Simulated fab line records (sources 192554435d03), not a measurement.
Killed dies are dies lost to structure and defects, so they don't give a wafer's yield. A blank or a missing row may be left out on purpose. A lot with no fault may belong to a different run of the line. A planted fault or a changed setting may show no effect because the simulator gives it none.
Comparing a struck lot with a sound one -- flow n5Finfet -- 39 steps out of a route of 1938
Sound: the wafers L186.1, L186.2, L186.6. Struck: wafers L174.2, L174.3, L174.5. The cause is named last.
Order at every step that has rows: each side's tool, ch and its chambers, its first start. Under that, the readings that differ: sound wafers -- struck wafers -- difference of the means -- sigmas: that difference in standard deviations of wafers without a fault.
alike: same words and numbers on both sides, and readings whose means sit less than 2 such deviations apart. not compared: any withheld reading, any reading some wafer has no value for, any bound like >300 that may hide the same value, and any number with overlapping values for which the record gives no deviation.
A row with sigmas, a row that says differs or no value, or rows on one side alone: a step with any of these is where the two part. Numbers that have no deviation but don't overlap get no sigmas and don't part them. Lack of a reading on every wafer of one side parts them only where that side has two or more wafers.

first, 11 steps without rows for these wafers: N5_MOL_CONTACT_COAG_DESCUM_13 (chemistry O2, time 7 s); N5_MOL_CONTACT_COAG_ETCH_59 (etches underlayer in N2/H2, target depth 13 nm, time 10.4 s); N5_MOL_CONTACT_COAG_ETCH_105 (etches SiARC in CF4, target depth 15.6 nm, time 26 s); N5_MOL_CONTACT_COAG_ETCH_106 (etches SOC in N2/H2, target depth 80 nm, overetch 16 nm, time 120 s); N5_MOL_CONTACT_COAG_STRIP_107 (strips in N2/H2); N5_MOL_CONTACT_COAG_STRIP_108 (strips in N2/H2); N5_MOL_CONTACT_COAG_CONTACT_ETCH_14 (etches SiO2 in C4F6/O2, target depth 27.5 nm, overetch 8.5 nm, time 20 s); N5_MOL_CONTACT_COAG_STRIP_109 (strips in C4F6/O2); N5_MOL_CONTACT_COAG_ETCH_15 (etches SiNx in CH3F/O2, stops on Si:P, target depth 7 nm); N5_MOL_CONTACT_COAG_ETCH_110 (etches Si in CF4/O2, target depth 2.5 nm, time 8 s); N5_MOL_CONTACT_COAG_STRIP_98 (strips in N2/H2).
N5_MOL_CONTACT_COAG_IMPLANT_129:
  sound on implanter-02 ch 0, day 10 10:31; struck on implanter-02 ch 0, day 7 16:56
reading,sound,struck,difference,sigmas
beamEnergyKeV,3.0009 3.0009 3.0004,1.4635 1.4641 1.4646,-1.5367,-99 or more
endStationPressureTorr (Torr),5.56e-06 5.81e-06 5.97e-06,1.084e-05 1.075e-05 1.181e-05,+5.353e-06,+18
model.implant.rpNm (nm),6.308 6.308 6.308,4.193 4.193 4.193,-2.115,
model.implant.drpNm (nm),2.134 2.134 2.134,1.383 1.383 1.383,-0.751,
then, 26 steps without rows for these wafers: N5_MOL_CONTACT_COAG_PRECLEAN_111 (cleans in NF3:NH3, afs cycles 1, time 20 s, sublimation time 60 s); N5_MOL_CONTACT_COAG_TI_SIL_19 (material Ti, target thk 4.2 nm, time 15 s); N5_MOL_CONTACT_COAG_ALD_20 (deposits TiN, target thk 1.5 nm, pulse time 1 s, purge time 3 s); N5_MOL_CONTACT_COAG_SIL_ANNEAL_21 (time 60 s); N5_MOL_CONTACT_COAG_PRE_CLEAN_141 (time 60 s); N5_MOL_CONTACT_COAG_SPUTTER_143 (material Co, target thk 2.5 nm); N5_MOL_CONTACT_COAG_CO_FILL_22 (material Co, precursor CCTBA/H2, target thk 20 nm); N5_MOL_CONTACT_COAG_ANNEAL_113 (time 300 s); N5_MOL_CONTACT_COAG_PRE_CLEAN_142 (time 60 s); N5_MOL_CONTACT_COAG_SPUTTER_130 (material Co, target thk 47.5 nm); N5_MOL_CONTACT_COAG_PRECLEAN_125 (cleans in DIW, time 57.5 s); N5_MOL_CONTACT_COAG_SRD_126 (dry time 32 s); N5_MOL_CONTACT_COAG_CMP_23 (polishes, stops on SiO2, t overpolish 1.5 s, target thk 0 nm); N5_MOL_CONTACT_COAG_WET_ETCH_26 (target Co, target depth 13 nm); N5_MOL_CONTACT_COAG_WET_ETCH_116 (etches the open film in SC1-inhibited, target depth 4.6 nm, rinse time 30 s); N5_MOL_CONTACT_COAG_ALD_27 (deposits SiOC, target thk 17 nm, pulse time 1.5 s, time 2720 s); N5_MOL_CONTACT_COAG_CMP_28 (polishes, stops on SiNx, t overpolish 0.85 s, target thk 14.522 nm); N5_MOL_CONTACT_COAG_ALD_123 (deposits SiNx, target thk 5 nm, pulse time 1 s, purge time 2 s); N5_MOL_CONTACT_COAG_PECVD_31 (deposits SiO2 from TEOS/O2, target thk 46 nm, time 8.9 s); N5_MOL_CONTACT_COAG_COAT_75 (time 60 s, resist thk 60 nm); N5_MOL_CONTACT_COAG_COAT_76 (time 60 s, resist thk 10 nm); N5_MOL_CONTACT_COAG_COAT_77 (time 60 s, resist thk 10 nm); N5_MOL_CONTACT_COAG_COAT_78 (resist thk 40 nm); N5_MOL_CONTACT_COAG_EBR_80; N5_MOL_CONTACT_COAG_SOFTBAKE_79 (time 60 s); N5_MOL_CONTACT_COAG_EXPOSE_81 (exposes mask VG, defocus 0 nm).
-- here the record skips 4 days between the struck wafers' starts before and after, leaving off in module MOL_CONTACT_COAG and picking up in module BEOL_M4 (first step shown: number 1111 of the route) --
N5_BEOL_M4_RC_MEAS_101:
  sound on prober-01 ch 0, day 15 04:20; struck on prober-01 ch 0, day 11 21:02
reading,sound,struck,difference,sigmas
RC_DENSE_N (ohm.um),18.6 18.4 18.4,21.5 21.1 20.7,+2.6,+4
RC_DENSE_P (ohm.um),23.1 23.0 22.9,26.4 26.2 26.1,+3.2,+4
RC_N (ohm.um),15.1 15.2 15.2,17.4 17.1 17.0,+2.0,+4
RC_P (ohm.um),18.9 18.6 18.7,21.7 21.2 21.1,+2.6,+4
  alike: DIBL_N, DIBL_P, IOFF_N, IOFF_P, ION_N, ION_P, SS_N, SS_P, VT_N, VT_P

WHERE THEY PART
Last at N5_BEOL_M4_RC_MEAS_101 as far as this record goes, first at N5_MOL_CONTACT_COAG_IMPLANT_129.

WHY: what the simulator had put in
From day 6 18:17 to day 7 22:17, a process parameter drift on implanter-02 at N5_MOL_CONTACT_COAG_IMPLANT_129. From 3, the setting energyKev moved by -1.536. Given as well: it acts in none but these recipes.
